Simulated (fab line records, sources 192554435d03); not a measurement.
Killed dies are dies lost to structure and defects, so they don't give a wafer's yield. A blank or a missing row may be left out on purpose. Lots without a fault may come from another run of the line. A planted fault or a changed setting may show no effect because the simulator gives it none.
Split-lot experiment | flow n5_finfet | 7 lots, 21 wafers read, on a route of 1938 steps

THE SPLIT
At N5_HKMG_FIN_ETCH_35 (etches SOC in N2/H2, target depth 215.8 nm, time 243.4 s), the setting source_w was moved away from the recipe's 3000 W on 3 of the 21 wafers read, by -14.7% to +12.2%. The other wafers ran this setting at the recipe's value.

The reading is taken at the split's own step.

THE READING
rf_vpp_V, in V, at N5_HKMG_FIN_ETCH_35 (etches SOC in N2/H2, target depth 215.8 nm, time 243.4 s). Fault-free wafers of this fab line usually give 141.3 V, standard deviation 1.1 V.

wafer  | tool, chamber at the split | source_w as run, W | against the recipe | rf_vpp_V, V | against lot-mates on the recipe
L075.1 | rie_diel-01, 2             | 3000               | recipe             | 142.2       | -
L075.2 | rie_diel-01, 3             | 3000               | recipe             | 140.0       | -
L075.4 | rie_diel-01, 1             | 3000               | recipe             | 141.7       | -
L080.3 | rie_diel-06, 0             | 3000               | recipe             | 138.6       | -
L080.5 | rie_diel-06, 0             | 3000               | recipe             | 140.3       | -
L080.6 | rie_diel-06, 2             | 3000               | recipe             | 141.3       | -
L082.1 | rie_diel-02, 0             | 3000               | recipe             | 141.3       | -
L082.3 | rie_diel-02, 3             | 3000               | recipe             | 139.7       | -
L082.4 | rie_diel-02, 1             | 3000               | recipe             | 140.0       | -
L084.2 | rie_diel-06, 1             | 3366               | +12.2%             | 136.4       | -4.2
L084.3 | rie_diel-06, 0             | 3366               | +12.2%             | 135.6       | -5.0
L084.4 | rie_diel-06, 0             | 3000               | recipe             | 140.6       | -
L091.1 | rie_diel-06, 0             | 2560               | -14.7%             | 149.1       | +7.2
L091.3 | rie_diel-06, 3             | 3000               | recipe             | 141.6       | -
L091.6 | rie_diel-06, 1             | 3000               | recipe             | 142.1       | -
L092.1 | rie_diel-02, 1             | 3000               | recipe             | 141.2       | -
L092.5 | rie_diel-02, 2             | 3000               | recipe             | 142.9       | -
L092.6 | rie_diel-02, 1             | 3000               | recipe             | 140.7       | -
L095.3 | rie_diel-06, 1             | 3000               | recipe             | 140.6       | -
L095.4 | rie_diel-06, 2             | 3000               | recipe             | 140.6       | -
L095.6 | rie_diel-06, 1             | 3000               | recipe             | 141.5       | -

THE FIT
A straight line over all 21 wafers: rf_vpp_V changes by -0.471 V for each +1% of source_w; r = -0.92; the points scatter about the line by 1 V.
The same after taking each lot's own level away (the mean of its wafers on the recipe; 21 wafers): -0.428 V for each +1%; r = -0.94; scatter 0.83 V.
On that fit, the largest move of source_w shifts the reading by 6.3 V.
The lots' own levels span 140.07 to 141.85 V, that is 1.6 times the standard deviation above.
So the lot-to-lot level changes the slope little: the two slopes agree.
Check: with one of the wafers moved furthest among these (-14.7%) left out of the fit, the line predicts +5.53 V for it against its lot-mates. It came out at +7.25 V against them.
Tool readings at the split's step, against how far the setting was moved: rf_vpp_V r = -0.92.

OTHER SPLITS ON THESE WAFERS
These wafers also went through other splits before the reading. Each is held against what the fit with the lots' levels taken away leaves over:
other split on the same wafers | wafers away from the commonest value | r with rf_vpp_V (lot level and that fit taken away)
N5_SD_EPI_P_PEB_07 peb_time_s  | 2                                    | -0.09
N5_SDB_COAT_04 spin_rpm        | 7                                    | +0.11
N5_SDB_COAT_05 spin_rpm        | 7                                    | +0.10

THE WHOLE CHAIN: every reading that the file lists as answering this split, in the file's order
step                | what it does                                             | reading                                                                         | change (the file's fit)              | r (the file's)
N5_HKMG_FIN_ETCH_35 | etches SOC in N2/H2, target depth 215.8 nm, time 243.4 s | rf_vpp_V                                                                        | -0.446 V for each +1% of the setting | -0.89
N5_HKMG_FIN_ETCH_35 | etches SOC in N2/H2, target depth 215.8 nm, time 243.4 s | HKMG_FIN.feature_depth_nm (the simulator's own value, which no gauge read)      | +1.88 nm for each +1% of the setting | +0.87
N5_HKMG_FIN_ETCH_35 | etches SOC in N2/H2, target depth 215.8 nm, time 243.4 s | SOC_of_HKMG_FIN_COAT_29.thk_nm (the simulator's own value, which no gauge read) | -1.91 nm for each +1% of the setting | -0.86
N5_HKMG_FIN_ETCH_35 | etches SOC in N2/H2, target depth 215.8 nm, time 243.4 s | etch.depth_nm (the simulator's own value, which no gauge read)                  | +1.88 nm for each +1% of the setting | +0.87

THE FILE'S OWN FIT
rf_vpp_V changes by -0.446 V for each +1% of source_w, r = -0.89.
